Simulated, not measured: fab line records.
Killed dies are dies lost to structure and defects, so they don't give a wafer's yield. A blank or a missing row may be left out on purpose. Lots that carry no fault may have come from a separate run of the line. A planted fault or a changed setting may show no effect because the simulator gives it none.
fab line records -- flow n5Finfet
record lots=12, wafers=32, lastDay=18
route steps=1938 shown STI_FIN_REVEAL@184 DUMMY_GATE@214 PASSIVATION@1936
lots untouched by any fault: they come from a run of this same line in which no faults occurred
startH: start of the lot's first displayed wafer, in hours after the record's first day -- waitH: hours elapsed since this lot's preceding step -- " unchanged from the row above -- L1.1+2: one row covering several wafers at once -- - either no value or no given start -- * or withheld: withheld -- < > ~ a bound
route shown NAME@n: names a module that has steps shown in the file, with the first one's number in the route -- usual: mean and standard deviation over wafers with no fault -- same: alike in all rows -- chamber/n: place in a boat -- sites: per-site readings -- _std_site: the standard deviation of these -- _edge_site: the outer-site mean with the inner-site mean subtracted -- radiusMm: for every site, how far away it sits from the centre of the wafer -- mask NAME#n: copy n -- behind: the tool/chamber that last shaped the wafer -- hold: why the lot was held/for how many hours/how that ended -- device: names the non-switching transistor (n, p or np) -- end of line: the same wafers' tests at the end of the route -- a step given without rows: its recipe and nothing more -- killed: the dies lost at the first sort to structure and to defects; this is not the yield of the wafer -- map: per-die view of a wafer (x killed, . not killed, _ where there is no die)
set.NAME: the setting as run; set.NAME@STEP: as run at that earlier step -- model.NAME: the simulator's own value behind a step, which no gauge read
route steps across a sampled set of lots; one table per step, one row per wafer
services: from which hour (startH, from the record's first day; less than 0 if before it) a tool's chamber was out of use, for how many hours, and why
## steps
# step N5_STI_FIN_REVEAL_ALD_14
# recipe material=Si3N4, targetThkA=30, tempC=400, aldPrecursorFamily=SiH2I2, aldCoReactant=N2/H2-plasma, pressureTorr=2
# usual heaterPowerOuterW=509/49, heaterPowerW=838/52, susceptorTempC=400.00/0.24
lot.wafer,tool,chamber,startH,waitH,heaterPowerOuterW,heaterPowerW,susceptorTempC
L328.2,aldSin-04,2,28.04,0.0,464,732,400.11
L328.3,aldSin-04,3,28.04,0.0,518,859,399.80
L328.5,aldSin-04,3,28.04,0.0,524,849,399.66
L331.3,aldSin-01,0,47.04,0.0,532,874,399.92
L331.4,aldSin-01,3,47.04,0.0,591,878,399.88
L331.5,aldSin-01,0,47.04,0.0,531,858,399.90
L332.1,aldSin-01,3,53.03,0.0,570,887,399.94
L332.4,aldSin-01,2,53.03,0.0,466,803,400.12
L333.1,aldSin-04,0,58.71,0.0,472,832,399.85
L333.6,aldSin-04,3,58.71,0.0,526,858,399.98
L334.1,aldSin-01,3,63.93,0.0,579,895,400.09
L334.6,aldSin-01,2,63.93,0.0,464,812,399.65
L335.4,aldSin-02,0,73.03,0.0,463,768,400.27
L335.6,aldSin-02,3,73.03,0.0,548,904,399.88
L337.2,aldSin-01,1,84.38,0.0,511,813,399.83
L337.3,aldSin-01,3,84.38,0.0,583,900,400.08
L337.4,aldSin-01,0,84.38,0.0,524,871,400.52
L338.4,aldSin-01,2,89.45,0.0,459,807,399.94
L338.5,aldSin-01,2,89.45,0.0,460,768,400.02
L338.6,aldSin-01,3,89.45,0.0,574,874,399.72
L340.1,aldSin-02,2,100.35,0.0,405,776,399.93
L340.3,aldSin-02,1,100.35,0.0,520,879,400.35
L340.5,aldSin-02,1,100.35,0.0,520,865,399.67
L347.1,aldSin-04,2,142.07,0.0,481,769,400.50
L347.2,aldSin-04,3,142.07,0.0,531,880,400.01
L347.5,aldSin-04,0,142.07,0.0,478,832,399.97
L349.4,aldSin-02,1,155.66,0.0,528,887,400.31
L349.5,aldSin-02,0,155.66,0.0,483,756,399.90
L349.6,aldSin-02,1,155.66,0.0,527,884,400.46
L350.3,aldSin-01,0,160.01,0.0,537,882,400.06
L350.5,aldSin-01,0,160.01,0.0,549,882,399.91
L350.6,aldSin-01,1,160.01,0.0,519,836,400.19
# step N5_STI_FIN_REVEAL_ETCH_34
# recipe chemistry=H2, mode=isotropic, material=Si, target=Si, targetDepthA=9.7, tempC=20, pressureMtorr=4.5, icpW=300, biasW=0, h2FlowSccm=7.5, heFlowSccm=142.5
# usual drypumpMotorCurrentA=5.7/0.38, oesProductAu=1.008/0.022, throttleValvePct=25.9/0.71
lot.wafer,tool,chamber,startH,waitH,drypumpMotorCurrentA,oesProductAu,rfHoursCounterH,throttleValvePct
L328.2,rieSi-04,2,36.14,0.1,4.9,0.980,2,27.2
L328.3,rieSi-04,1,36.14,0.1,5.6,0.962,49,26.1
L328.5,rieSi-04,0,36.14,0.1,5.5,1.020,-,25.0
L331.3,rieSi-04,2,55.57,0.1,4.9,0.984,2,27.2
L331.4,rieSi-04,1,55.57,0.1,5.6,0.976,49,26.1
L331.5,rieSi-04,1,55.57,0.1,5.6,0.983,-,26.1
L332.1,rieSi-02,3,61.19,0.2,6.0,1.036,109,26.3
L332.4,rieSi-02,0,61.19,0.2,5.3,1.002,97,25.8
L333.1,rieSi-02,3,66.91,0.2,5.9,1.042,109,26.3
L333.6,rieSi-02,0,66.91,0.2,5.3,1.005,-,25.8
L334.1,rieSi-02,0,72.17,0.2,5.3,0.997,97,25.8
L334.6,rieSi-02,0,72.17,0.2,5.3,0.995,-,25.8
L335.4,rieSi-06,2,81.10,0.1,6.3,1.040,-,26.0
L335.6,rieSi-06,1,81.10,0.1,5.7,1.003,-,24.8
L337.2,rieSi-04,2,92.31,0.1,4.9,0.982,3,27.2
L337.3,rieSi-04,1,92.31,0.1,5.6,0.963,50,26.1
L337.4,rieSi-04,3,92.31,0.1,5.2,1.023,80,25.9
L338.4,rieSi-04,3,97.56,0.1,5.2,1.023,80,25.9
L338.5,rieSi-04,3,97.56,0.1,5.2,1.024,-,25.9
L338.6,rieSi-04,0,97.56,0.1,5.5,1.019,-,25.0
L340.1,rieSi-02,2,108.29,0.2,5.7,0.995,97,26.9
L340.3,rieSi-02,1,108.29,0.2,6.1,0.989,68,24.8
L340.5,rieSi-02,3,108.29,0.2,6.0,1.042,-,26.3
L347.1,rieSi-04,0,150.03,0.2,5.5,1.018,6,25.0
L347.2,rieSi-04,1,150.03,0.2,5.6,0.972,51,26.1
L347.5,rieSi-04,2,150.03,0.2,4.9,0.991,-,27.2
L349.4,rieSi-04,1,163.66,0.1,5.6,0.976,51,26.1
L349.5,rieSi-04,3,163.66,0.1,5.3,1.028,-,25.9
L349.6,rieSi-04,0,163.66,0.1,5.5,1.011,-,25.0
L350.3,rieSi-06,3,168.05,0.1,5.5,0.971,44,25.8
L350.5,rieSi-06,0,168.05,0.1,5.9,1.010,-,26.0
L350.6,rieSi-06,2,168.05,0.1,6.2,1.052,-,26.0
# step N5_STI_FIN_REVEAL_PRECLEAN_18
# recipe chemistry=SC2, timeS=45, tempC=35, mix=1:1:50
lot.wafer,tool,chamber,startH,waitH
L328.2+3+5,wetBench-04,"7,6,4",36.79,0.0
L331.3+4+5,wetBench-02,"6,3,7",56.22,0.0
L332.1+4,wetBench-05,"7,5",61.84,0.0
L333.1+6,wetBench-05,"4,7",67.56,0.0
L334.1+6,wetBench-04,"2,3",72.82,0.0
L335.4+6,wetBench-04,"0,4",81.73,0.0
L337.2+3+4,wetBench-04,"1,5,7",92.97,0.0
L338.4+5+6,wetBench-04,"5,3,1",98.21,0.0
L340.1+3+5,wetBench-04,"5,2,3",108.95,0.0
L347.1+2+5,wetBench-05,"7,6,5",150.68,0.0
L349.4+5+6,wetBench-05,"2,3,1",164.30,0.0
L350.3+5+6,wetBench-05,"6,3,7",168.69,0.0
# step N5_STI_FIN_REVEAL_INSPECT_13
# recipe inspectInstrument=darkfield, mode=postClean
# usual rawDefectCount=12/5.3
lot.wafer,tool,chamber,startH,waitH,rawDefectCount
L328.2,defectInspect-01,-,36.85,0.0,13
L328.3,defectInspect-01,-,36.85,0.0,10
L328.5,defectInspect-01,-,36.85,0.0,8
L331.3,defectInspect-02,-,56.27,0.0,14
L331.4,defectInspect-02,-,56.27,0.0,11
L331.5,defectInspect-02,-,56.27,0.0,5
L332.1,defectInspect-02,-,61.89,0.0,9
L332.4,defectInspect-02,-,61.89,0.0,19
L333.1,defectInspect-02,-,67.62,0.0,13
L333.6,defectInspect-02,-,67.62,0.0,29
L334.1,defectInspect-02,-,72.87,0.0,17
L334.6,defectInspect-02,-,72.87,0.0,14
L335.4,defectInspect-01,-,81.79,0.0,12
L335.6,defectInspect-01,-,81.79,0.0,12
L337.2,defectInspect-01,-,93.03,0.0,19
L337.3,defectInspect-01,-,93.03,0.0,17
L337.4,defectInspect-01,-,93.03,0.0,14
L338.4,defectInspect-01,-,98.27,0.0,450
L338.5,defectInspect-01,-,98.27,0.0,438
L338.6,defectInspect-01,-,98.27,0.0,498
L340.1,defectInspect-02,-,109.01,0.0,452
L340.3,defectInspect-02,-,109.01,0.0,449
L340.5,defectInspect-02,-,109.01,0.0,464
L347.1,defectInspect-01,-,150.74,0.0,10
L347.2,defectInspect-01,-,150.74,0.0,9
L347.5,defectInspect-01,-,150.74,0.0,8
L349.4,defectInspect-01,-,164.36,0.0,12
L349.5,defectInspect-01,-,164.36,0.0,13
L349.6,defectInspect-01,-,164.36,0.0,20
L350.3,defectInspect-02,-,168.75,0.0,11
L350.5,defectInspect-02,-,168.75,0.0,12
L350.6,defectInspect-02,-,168.75,0.0,15
# step N5_DUMMY_GATE_ALD_02
# recipe material=SiO2, targetThkA=20, tempC=300, aldPrecursorFamily=BDEAS, aldCoReactant=O2-plasma, pulseTimeS=1, pressureTorr=2
# usual heaterPowerOuterW=275/29, heaterPowerW=492/36, precursorPulseHeightRel=0.999/0.02, susceptorTempC=300.00/0.19
lot.wafer,tool,chamber,startH,waitH,heaterPowerOuterW,heaterPowerW,precursorPulseHeightRel,susceptorTempC
L328.2,aldSin-03,3,37.75,0.8,290,495,0.996,299.87
L328.3,aldSin-03,1,37.75,0.8,307,555,1.004,299.98
L328.5,aldSin-03,3,37.75,0.8,276,498,0.980,300.27
L331.3,aldSin-02,2,56.36,0.0,205,422,1.020,300.06
L331.4,aldSin-02,1,56.36,0.0,264,491,1.039,300.22
L331.5,aldSin-02,3,56.36,0.0,281,516,0.985,299.89
L332.1,aldSin-01,0,62.04,0.1,277,486,1.009,300.16
L332.4,aldSin-01,3,62.04,0.1,294,506,0.984,299.73
L333.1,aldSin-02,2,67.71,0.0,203,425,0.991,300.06
L333.6,aldSin-02,0,67.71,0.0,243,442,0.971,299.99
L334.1,aldSin-03,1,73.06,0.1,306,548,0.998,300.08
L334.6,aldSin-03,0,73.06,0.1,303,516,0.991,299.78
L335.4,aldSin-03,2,83.17,1.3,281,525,0.978,299.92
L335.6,aldSin-03,2,83.17,1.3,271,505,0.975,299.82
L337.2,aldSin-03,1,93.97,0.9,308,535,0.988,300.43
L337.3,aldSin-03,2,93.97,0.9,286,507,0.979,300.17
L337.4,aldSin-03,3,93.97,0.9,282,498,1.022,300.27
L338.4,aldSin-03,3,99.74,1.4,287,497,0.961,299.83
L338.5,aldSin-03,0,99.74,1.4,295,515,1.014,300.12
L338.6,aldSin-03,3,99.74,1.4,273,509,0.999,300.19
L340.1,aldSin-03,3,109.10,0.0,284,503,1.009,300.05
L340.3,aldSin-03,1,109.10,0.0,303,537,1.005,300.01
L340.5,aldSin-03,3,109.10,0.0,289,503,0.947,300.20
L347.1,aldSin-03,3,151.42,0.6,291,514,0.993,300.27
L347.2,aldSin-03,0,151.42,0.6,299,512,1.005,299.99
L347.5,aldSin-03,1,151.42,0.6,312,551,0.994,300.04
L349.4,aldSin-03,3,166.60,2.2,284,489,1.027,300.25
L349.5,aldSin-03,1,166.60,2.2,307,546,0.990,299.78
L349.6,aldSin-03,0,166.60,2.2,304,525,0.976,299.95
L350.3,aldSin-03,1,168.85,0.0,305,548,0.987,300.10
L350.5,aldSin-03,1,168.85,0.0,303,549,0.979,300.13
L350.6,aldSin-03,3,168.85,0.0,292,518,0.990,300.03
# step N5_PASSIVATION_PROBE_49
# usual killed_at_M0_to_M3=34/11, killed_at_M4_up=14/5.6, killedAtContacts=13/5.9, killedAtFrontEnd=40/11, killedAtOther=4/3.1, killedDies=105/16, killedOpen=68/11, killedShort=34/8.4
# same grossDies=1180, killedAtBackSide=0
lot.wafer,tool,chamber,startH,waitH,killed_at_M0_to_M3,killed_at_M4_up,killedAtContacts,killedAtFrontEnd,killedAtOther,killedDies,killedOpen,killedShort
L340.1,prober-01,-,347.38,0.0,17,14,7,127,11,176,55,24
L340.3,prober-01,-,347.48,0.1,45,13,6,98,12,174,85,39
L340.5,prober-01,-,347.58,0.2,44,12,13,168,8,245,72,33
L338.4,prober-01,-,353.80,0.2,24,13,22,126,2,187,66,29
L338.5,prober-01,-,353.85,0.2,22,8,31,151,2,214,64,35
L338.6,prober-01,-,353.90,0.3,29,6,13,161,4,213,63,33
L347.1,prober-02,-,412.78,0.0,39,16,8,28,1,92,58,34
L347.2,prober-02,-,412.83,0.1,39,15,16,39,1,110,72,37
L347.5,prober-02,-,412.98,0.2,48,12,17,38,0,115,85,29
# killed by level:class
L340.1 STI_FIN_REVEAL:unspecified=96 STI_FIN_REVEAL:geometricParticle:open=9 MOL_CONTACT_COAG:geometricParticle:open=7 BEOL_M5:geometricParticle:open=6 BEOL_M0_SAQP:geometricParticle:open=5 BEOL_M2:geometricParticle:open=5 PAD_METAL:geometricParticle:open=5 FIN_SAQP:geometricParticle:short=4
L340.3 STI_FIN_REVEAL:unspecified=41 BEOL_M3:geometricParticle:open=14 FIN_SAQP:geometricParticle:short=11 BEOL_M2:geometricParticle:open=10 HKMG_FIN:areaEtch=9 DUMMY_GATE:geometricParticle:open=8 BEOL_M0_SAQP:geometricParticle:short=8 STI_FIN_REVEAL:geometricParticle:open=7
L340.5 STI_FIN_REVEAL:unspecified=124 HKMG_FIN:areaEtch=15 MOL_CONTACT_COAG:geometricParticle:open=13 BEOL_M0_SAQP:geometricParticle:short=10 BEOL_M2:geometricParticle:open=9 BEOL_M0_SAQP:geometricParticle:open=7 FIN_SAQP:geometricParticle:open=6 FIN_SAQP:geometricParticle:short=6
L338.4 STI_FIN_REVEAL:unspecified=90 MOL_CONTACT_COAG:geometricParticle:open=19 FIN_SAQP:geometricParticle:open=11 BEOL_M0_SAQP:geometricParticle:short=10 BEOL_M0_SAQP:geometricParticle:open=6 BEOL_M3:geometricParticle:open=6 BEOL_M4:geometricParticle:open=6 STARTING-WAFER:geometricParticle:open=5
L338.5 STI_FIN_REVEAL:unspecified=115 MOL_CONTACT_COAG:geometricParticle:open=24 STI_FIN_REVEAL:geometricParticle:open=11 BEOL_M0_SAQP:geometricParticle:short=9 MOL_CONTACT_COAG:geometricParticle:short=7 DUMMY_GATE:geometricParticle:open=6 FIN_SAQP:geometricParticle:short=5 BEOL_M0_SAQP:geometricParticle:open=5
L338.6 STI_FIN_REVEAL:unspecified=115 FIN_SAQP:geometricParticle:open=12 STI_FIN_REVEAL:geometricParticle:open=11 MOL_CONTACT_COAG:geometricParticle:open=10 BEOL_M0_SAQP:geometricParticle:short=7 FIN_SAQP:geometricParticle:short=6 BEOL_M0_SAQP:geometricParticle:open=6 STI_FIN_REVEAL:geometricParticle:short=5
L347.1 BEOL_M0_SAQP:geometricParticle:short=11 BEOL_M2:geometricParticle:open=10 BEOL_M0_SAQP:geometricParticle:open=8 BEOL_M5:geometricParticle:open=6 DUMMY_GATE:geometricParticle:open=5 MOL_CONTACT_COAG:geometricParticle:open=5 BEOL_M3:geometricParticle:open=5 BEOL_M4:geometricParticle:open=5
L347.2 FIN_SAQP:geometricParticle:short=16 MOL_CONTACT_COAG:geometricParticle:open=10 BEOL_M2:geometricParticle:open=10 BEOL_M0_SAQP:geometricParticle:open=8 STI_FIN_REVEAL:geometricParticle:open=6 MOL_CONTACT_COAG:geometricParticle:short=6 BEOL_M3:geometricParticle:open=6 FIN_SAQP:geometricParticle:open=5
L347.5 BEOL_M0_SAQP:geometricParticle:open=25 MOL_CONTACT_COAG:geometricParticle:open=15 FIN_SAQP:geometricParticle:open=9 DUMMY_GATE:geometricParticle:open=6 BEOL_M0_SAQP:geometricParticle:short=5 BEOL_M1:geometricParticle:open=5 BEOL_M3:geometricParticle:open=5 BEOL_M4:geometricParticle:open=5
## services
tool,chamber,startH,hours,kind
aldSin-02,0,7.88,-,clean
aldSin-02,1,7.88,-,clean
aldSin-02,2,7.88,-,clean
aldSin-02,3,7.88,-,clean
aldSin-04,1,11.30,18.6,repair
aldSin-03,-,12.32,0.4,repair
aldSin-03,-,36.62,1.1,repair
rieSi-02,1,43.69,3.7,repair
aldSin-03,-,75.91,1.0,repair
aldSin-04,-,85.25,14.0,pm
aldSin-04,0,85.25,14.0,ventCycle
aldSin-04,1,85.25,14.0,ventCycle
aldSin-04,2,85.25,14.0,ventCycle
aldSin-04,3,85.25,14.0,ventCycle
wetBench-05,-,90.63,7.6,repair
aldSin-02,0,95.73,15.3,repair
aldSin-04,0,99.25,-,clean
rieSi-02,2,108.39,5.3,repair
rieSi-06,0,120.28,8.8,repair
aldSin-01,2,133.41,14.0,repair
rieSi-06,2,148.45,9.2,repair
rieSi-06,-,149.39,14.6,pm
aldSin-04,-,155.76,12.3,repair
rieSi-06,1,165.99,5.2,repair
## key
firstSign step=N5_STI_FIN_REVEAL_INSPECT_13, reading=rawDefectCount, direction=up, sigmas=85, usual=12, struck=458
effect step=N5_PASSIVATION_PROBE_49, reading=killedAtFrontEnd, direction=up, sigmas=8.9, usual=40, struck=138
moreKillsBornAt N5_STI_FIN_REVEAL_PRECLEAN_18@wetBench-04=581
metAt N5_STI_FIN_REVEAL_PRECLEAN_18
struckLots L338,L340
testerLeftOut L338,L340
baselineLoss step=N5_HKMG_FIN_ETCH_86, wafers=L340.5
notActingAt N5_STI_FIN_REVEAL_ALD_14,N5_STI_FIN_REVEAL_ETCH_34,N5_DUMMY_GATE_ALD_02
onsetBetween 92.97 98.21
fault kind=chamberParticleSource, tool=wetBench-04, chamber=-, onsetH=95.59, steps=N5_STI_FIN_REVEAL_PRECLEAN_18, ratePerVisitCm2=0.6859, endH=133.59
# testerLeftOut: of these lots the tester's yield and bins aren't shown, on N5 and GAA mostly nor the transistor test; their killed dies are dies lost to structure and defects alone, not to doping, threshold or leakage, so they don't give the yield
# baselineLoss: these wafers lose ten dies or more at that step, a loss of the line's own and not of a fault; the sort's usual values leave them out
